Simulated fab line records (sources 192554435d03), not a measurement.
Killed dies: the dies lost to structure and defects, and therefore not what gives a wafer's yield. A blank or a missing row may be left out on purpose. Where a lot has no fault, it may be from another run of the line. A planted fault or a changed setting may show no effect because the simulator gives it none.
A lot that was struck, set against a sound lot / flow n5-finfet / 34 steps out of a route of 1938
Sound: these wafers, L391.4, L391.6. The struck wafers were L398.1, L398.2, L398.5. The cause comes at the end.
Order at every step that has rows: each side's tool, ch and its chambers, its first start. Under that, the readings that differ: sound wafers / struck wafers / difference of the means / sigmas: that difference in standard deviations of wafers without a fault.
alike: words and numbers the same on both sides, and readings whose means are apart by under 2 such deviations; not compared: readings that were withheld, readings missing a value for some wafer, numbers with overlapping values and no deviation given by the record, and bounds like >300 which may hide the same value.
Wherever a step has rows on one side only, a row that says differs or no value, or a row with sigmas, the two part there. Numbers that have no deviation but don't overlap get no sigmas and don't part them. A reading that every wafer of one side lacks parts them only if that side has two wafers or more.

first, 7 steps without rows for these wafers: N5_BEOL_M4_CMP_52 (polishes, stops on SiOC, t overpolish 6.8 s, target thk 40 nm); N5_BEOL_M4_PRE_CLEAN_60 (time 15 s); N5_BEOL_M4_CO_CAP_55 (material Co, precursor CCTBA/H2, target thk 2 nm, time 102.1 s); N5_BEOL_M4_PRE_CLEAN_56 (time 15 s); N5_BEOL_M4_DEP_57 (deposits SiCN from 3MS/NH3, target thk 8 nm, time 14 s); N5_BEOL_M5_ILD_DEP_00 (deposits SiCOH lowk from DEMS/porogen, target thk 140.64 nm, time 25.9 s); N5_BEOL_M5_CURE_79 (cures SiCOH lowk, time 240 s).
N5_BEOL_M5_PECVD_70: deposits SiO2 from TEOS/O2, target thk 16 nm, time 18 s.
  sound on pecvd-02 ch 1,2, day 11 05:49; struck on pecvd-02 ch 1,2, day 13 02:46
reading=susceptor-temp-C (C); sound=399.75 399.99; struck=407.24 407.23 407.13; difference=+7.33; sigmas=+35
reading=model.SiO2_of_BEOL_M5_PECVD_70.thk-nm (nm); sound=15.8 16; struck=15.2 15 15.2; difference=-0.8; sigmas=
  alike: heater-power-outer-w, heater-power-w, showerhead-plenum-p-Torr, throttle-valve-pct
then, 25 steps without rows for these wafers: N5_BEOL_M5_HM_DEP_02 (deposits TiN, target thk 20 nm); N5_BEOL_M5_COAT_59 (time 60 s, resist thk 60 nm); N5_BEOL_M5_COAT_60 (time 60 s, resist thk 12 nm); N5_BEOL_M5_COAT_71 (time 60 s, resist thk 5 nm); N5_BEOL_M5_COAT_05 (resist thk 30 nm); N5_BEOL_M5_EBR_07; N5_BEOL_M5_SOFTBAKE_06 (time 60 s); N5_BEOL_M5_EXPOSE_08 (exposes mask M5, target cd 28 nm); N5_BEOL_M5_PEB_09 (peb time 60 s); N5_BEOL_M5_DEVELOP_10 (develop time 30 s); N5_BEOL_M5_DESCUM_16 (chemistry O2, time 7 s); N5_BEOL_M5_ETCH_72 (etches underlayer in N2/H2, target depth 6.5 nm, time 5.2 s); N5_BEOL_M5_ETCH_61 (etches SiARC in CF4, target depth 15.6 nm, time 26 s); N5_BEOL_M5_ETCH_62 (etches SOC in N2/H2, target depth 75 nm, overetch 15 nm, time 112.5 s); N5_BEOL_M5_STRIP_63 (strips in N2/H2); N5_BEOL_M5_STRIP_73 (strips in N2/H2); N5_BEOL_M5_STRIP_64 (strips in CF4); N5_BEOL_M5_HM_OPEN_17 (chemistry Cl2/BCl3, target TiN, target depth 20 nm, overetch 6 nm); N5_BEOL_M5_STRIP_19 (strips in O2); N5_BEOL_M5_COAT_65 (time 60 s, resist thk 60 nm); N5_BEOL_M5_COAT_66 (time 60 s, resist thk 12 nm); N5_BEOL_M5_COAT_74 (time 60 s, resist thk 5 nm); N5_BEOL_M5_COAT_22 (resist thk 30 nm); N5_BEOL_M5_EBR_24; N5_BEOL_M5_SOFTBAKE_23 (time 60 s).
N5_BEOL_M5_HM_STRIP_39: strips TiN in peroxide tin strip, target depth 25 nm, time 158 s.
  sound on wet-bench-06 ch 5,7, day 11 11:43; struck on wet-bench-04 ch 5,6,7, day 13 06:54
reading=model.SiO2_of_BEOL_M5_PECVD_70.thk-nm (nm); sound=15.6 15.8; struck=15 14.8 15; difference=-1; sigmas=

WHERE THEY PART
N5_BEOL_M5_PECVD_70 only, going by this record.

WHY: whatever the simulator had introduced
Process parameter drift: pecvd-02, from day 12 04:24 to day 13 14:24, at N5_BEOL_M5_PECVD_70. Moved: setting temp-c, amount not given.
